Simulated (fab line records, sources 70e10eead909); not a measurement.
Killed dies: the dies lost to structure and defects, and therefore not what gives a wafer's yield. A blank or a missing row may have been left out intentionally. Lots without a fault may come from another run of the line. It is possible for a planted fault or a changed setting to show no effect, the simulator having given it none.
Matching of chambers    flow nand_harc    rie_diel-04 running NHARC_A_CONTACT_ETCH_75: 4 sister chambers
The step etches the open film in CF4, target depth 39 nm, time 65 s. 22 wafers are shown with their chamber, then 11 later ones without.

== WAFERS, EACH WITH ITS CHAMBER ==
wafer   chamber  drypump_motor_current_A (A)  showerhead_plenum_p_Torr (Torr)  oes_product_au (a.u.)
L074.1  3        5.7                          1.76                             1.001
L074.2  1        5.2                          1.68                             1.002
L074.6  1        5.2                          1.68                             0.999
L075.2  0        5.5                          1.73                             1.006
L075.3  3        5.7                          1.76                             0.999
L075.4  2        5.7                          1.75                             1.013
L076.1  3        5.7                          1.76                             0.998
L076.2  2        5.7                          1.75                             1.015
L076.5  3        5.7                          1.76                             0.997
L077.2  2        5.7                          1.75                             1.004
L077.4  1        5.2                          1.67                             0.999
L077.6  1        5.2                          1.67                             0.993
L080.3  3        5.7                          1.75                             0.998
L080.5  0        5.4                          1.72                             1.001
L080.6  1        5.2                          1.67                             1.004
L081.1  3        5.7                          1.75                             0.995
L081.3  1        5.2                          1.67                             0.997
L081.6  3        5.7                          1.75                             0.997
L083.1  1        5.2                          1.67                             0.994
L083.2  0        5.4                          1.72                             0.984
L083.5  2        5.7                          1.75                             1.017
L089.1  2        5.7                          1.74                             1.004

SIGNATURES, as means of the wafers listed above
reading                   chamber 0  chamber 1  chamber 2  chamber 3  scatter within a chamber
drypump_motor_current_A   5.433      5.200      5.700      5.700      0.0192
showerhead_plenum_p_Torr  1.7233     1.6729     1.7480     1.7557     0.00506
oes_product_au            0.99700    0.99829    1.01060    0.99786    0.00545
Rule: a wafer lies at a distance from a chamber equal to the root of the sum of squares, over the readings, of (its reading less the chamber's mean, divided by the reading's scatter). The wafer belongs to the nearest chamber; if the next one is less than 2 further off, it can't be placed. The scatter is the square root of a quotient: the sum, over the shown wafers, of each reading's squared deviation from its chamber's mean, divided by wafers minus chambers.

== WAFERS WITH NO CHAMBER GIVEN ==
wafer   drypump_motor_current_A (A)  showerhead_plenum_p_Torr (Torr)  oes_product_au (a.u.)
L089.3  5.2                          1.67                             0.998
L089.4  5.5                          1.72                             1.000
L090.2  5.2                          1.67                             0.991
L090.3  5.7                          1.74                             1.012
L090.6  5.2                          1.67                             0.990
L091.2  5.5                          1.72                             0.999
L091.3  5.7                          1.74                             1.015
L091.6  5.7                          1.75                             0.998
L092.1  5.5                          1.72                             1.007
L092.5  5.7                          1.74                             1.025
L092.6  5.7                          1.75                             1.005

== WHICH CHAMBER EACH WENT THROUGH ==
wafer   from the rows above      in truth
L089.3  1                        1
L089.4  0                        0
L090.2  1                        1
L090.3  2                        2
L090.6  1                        1
L091.2  0                        0
L091.3  2                        2
L091.6  can't be placed: 3 or 2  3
L092.1  0                        0
L092.5  2                        2
L092.6  can't be placed: 2 or 3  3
Correctly placed: 9 of 11. Not placeable from these rows: 2 (in 2, the candidates include the true chamber). 0 placed wrongly.
